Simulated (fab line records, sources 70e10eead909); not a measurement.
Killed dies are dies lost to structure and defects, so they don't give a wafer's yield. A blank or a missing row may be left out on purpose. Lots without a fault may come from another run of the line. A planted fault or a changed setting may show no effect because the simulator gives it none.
Chamber matching | flow nand_harc | NHARC_A_CHANNEL_FILL_D1_ALD_25 on ald_hk-04: 4 sister chambers
The step deposits SiOx, target thk 60 nm, pulse time 10 s, ald cycles 600. 8 wafers are shown with their chamber, then 10 later ones without.

WAFERS WITH THEIR CHAMBER
wafer  | chamber | heater_power_w (W) | precursor_pulse_height_rel
L082.1 | 1       | 489                | 0.999
L083.5 | 2       | 560                | 0.982
L083.6 | 3       | 520                | 0.990
L088.1 | 2       | 566                | 1.004
L088.5 | 0       | 478                | 0.977
L088.6 | 3       | 530                | 0.983
L086.2 | 1       | 520                | 0.998
L086.3 | 0       | 490                | 0.996

WAFERS WITHOUT THEIR CHAMBER
wafer  | heater_power_w (W) | precursor_pulse_height_rel
L086.5 | 488                | 1.003
L092.1 | 562                | 0.985
L092.5 | 495                | 0.982
L092.6 | 539                | 0.996
L093.1 | 483                | 0.992
L093.3 | 535                | 1.019
L093.5 | 528                | 0.971
L095.1 | 508                | 1.014
L095.2 | 550                | 0.993
L095.5 | 505                | 0.986

WHICH CHAMBER EACH WENT THROUGH
wafer  | from the rows above               | in truth
L086.5 | can't be placed: 1 or 0 or 3      | 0
L092.1 | 2                                 | 2
L092.5 | can't be placed: 0 or 1 or 3      | 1
L092.6 | can't be placed: 3 or 2 or 1      | 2
L093.1 | can't be placed: 0 or 1           | 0
L093.3 | can't be placed: 1 or 3 or 2 or 0 | 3
L093.5 | can't be placed: 3 or 1           | 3
L095.1 | can't be placed: 1 or 3 or 0      | 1
L095.2 | can't be placed: 2 or 3           | 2
L095.5 | can't be placed: 1 or 3 or 0      | 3
Placed correctly: 1 of 10. Can't be placed from these rows: 9 (the true chamber is among the candidates in 9). Placed wrongly: 0.
How it was worked out, from the rows above alone: a wafer's distance from a chamber is the root of the sum, over the readings, of the square of ((its reading less the chamber's mean) divided by the reading's scatter). The wafer belongs to the nearest chamber; if the next one is less than 2 further off, it can't be placed. A chamber's mean is the mean of its shown wafers. The scatter: the root of (the sum of the squares of (reading less its chamber's mean) over the shown wafers, divided by (wafers less chambers)).
